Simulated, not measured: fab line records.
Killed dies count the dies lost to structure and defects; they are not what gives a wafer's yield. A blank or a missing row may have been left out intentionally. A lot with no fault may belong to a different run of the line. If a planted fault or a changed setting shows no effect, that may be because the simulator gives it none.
Matching of chambers / flow nand harc / rie si-05 running NHARC_P_GATE_ETCH_32: 4 sister chambers
The step etches the open film in HBr/Cl2, target depth 150 nm, time 100.1 s. 16 wafers are shown with their chamber, then 8 later ones without.

== WAFERS, EACH WITH ITS CHAMBER ==
wafer=L078.2; chamber=2; drypump motor current A (A)=5.9; oes product au (a.u.)=1.002; throttle valve pct (%)=26.405
wafer=L078.3; chamber=0; drypump motor current A (A)=5.2; oes product au (a.u.)=0.992; throttle valve pct (%)=26.400
wafer=L078.4; chamber=1; drypump motor current A (A)=5.2; oes product au (a.u.)=0.993; throttle valve pct (%)=26.392
wafer=L080.3; chamber=3; drypump motor current A (A)=6.0; oes product au (a.u.)=1.003; throttle valve pct (%)=26.401
wafer=L080.5; chamber=0; drypump motor current A (A)=5.2; oes product au (a.u.)=0.989; throttle valve pct (%)=26.398
wafer=L080.6; chamber=1; drypump motor current A (A)=5.2; oes product au (a.u.)=0.989; throttle valve pct (%)=26.395
wafer=L081.2; chamber=2; drypump motor current A (A)=5.9; oes product au (a.u.)=1.005; throttle valve pct (%)=26.426
wafer=L081.4; chamber=0; drypump motor current A (A)=5.2; oes product au (a.u.)=1.008; throttle valve pct (%)=26.425
wafer=L081.5; chamber=1; drypump motor current A (A)=5.2; oes product au (a.u.)=0.988; throttle valve pct (%)=26.407
wafer=L083.1; chamber=2; drypump motor current A (A)=5.9; oes product au (a.u.)=1.021; throttle valve pct (%)=26.416
wafer=L083.4; chamber=1; drypump motor current A (A)=5.2; oes product au (a.u.)=0.986; throttle valve pct (%)=26.420
wafer=L083.6; chamber=0; drypump motor current A (A)=5.2; oes product au (a.u.)=0.998; throttle valve pct (%)=26.398
wafer=L086.1; chamber=2; drypump motor current A (A)=5.9; oes product au (a.u.)=1.030; throttle valve pct (%)=26.403
wafer=L086.4; chamber=3; drypump motor current A (A)=5.9; oes product au (a.u.)=1.008; throttle valve pct (%)=26.381
wafer=L086.5; chamber=2; drypump motor current A (A)=5.9; oes product au (a.u.)=1.010; throttle valve pct (%)=26.402
wafer=L090.1; chamber=1; drypump motor current A (A)=5.2; oes product au (a.u.)=0.970; throttle valve pct (%)=26.412

SIGNATURES (averages over the wafers above)
reading=drypump motor current A; chamber 0=5.200; chamber 1=5.200; chamber 2=5.900; chamber 3=5.950; scatter within a chamber=0.0204
reading=oes product au; chamber 0=0.99675; chamber 1=0.98520; chamber 2=1.01360; chamber 3=1.00550; scatter within a chamber=0.0095
reading=throttle valve pct; chamber 0=26.40525; chamber 1=26.40520; chamber 2=26.41040; chamber 3=26.39100; scatter within a chamber=0.0119
Rule: a wafer lies at a distance from a chamber equal to the root of the sum of squares, over the readings, of (its reading less the chamber's mean, divided by the reading's scatter). The wafer belongs to the nearest chamber; if the next one is less than 2 further off, it can't be placed. The scatter is the square root of a quotient: the sum, over the shown wafers, of each reading's squared deviation from its chamber's mean, divided by wafers minus chambers.

== WAFERS WITH NO CHAMBER GIVEN ==
wafer=L090.2; drypump motor current A (A)=5.9; oes product au (a.u.)=1.017; throttle valve pct (%)=26.403
wafer=L090.4; drypump motor current A (A)=6.0; oes product au (a.u.)=0.995; throttle valve pct (%)=26.405
wafer=L093.3; drypump motor current A (A)=5.2; oes product au (a.u.)=0.999; throttle valve pct (%)=26.402
wafer=L093.5; drypump motor current A (A)=5.2; oes product au (a.u.)=0.980; throttle valve pct (%)=26.414
wafer=L093.6; drypump motor current A (A)=5.9; oes product au (a.u.)=1.014; throttle valve pct (%)=26.403
wafer=L097.1; drypump motor current A (A)=6.0; oes product au (a.u.)=1.000; throttle valve pct (%)=26.402
wafer=L097.2; drypump motor current A (A)=5.2; oes product au (a.u.)=0.979; throttle valve pct (%)=26.412
wafer=L097.4; drypump motor current A (A)=5.9; oes product au (a.u.)=1.020; throttle valve pct (%)=26.411

== WHICH CHAMBER EACH WENT THROUGH ==
wafer=L090.2; from the rows above=2; in truth=2
wafer=L090.4; from the rows above=3; in truth=3
wafer=L093.3; from the rows above=can't be placed: 0 or 1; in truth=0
wafer=L093.5; from the rows above=can't be placed: 1 or 0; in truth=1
wafer=L093.6; from the rows above=2; in truth=2
wafer=L097.1; from the rows above=3; in truth=3
wafer=L097.2; from the rows above=can't be placed: 1 or 0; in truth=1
wafer=L097.4; from the rows above=2; in truth=2
Placed correctly: 5 of 8. From these rows, 3 cannot be placed; in 3 the true chamber is one of the candidates. Number placed wrongly: 0.
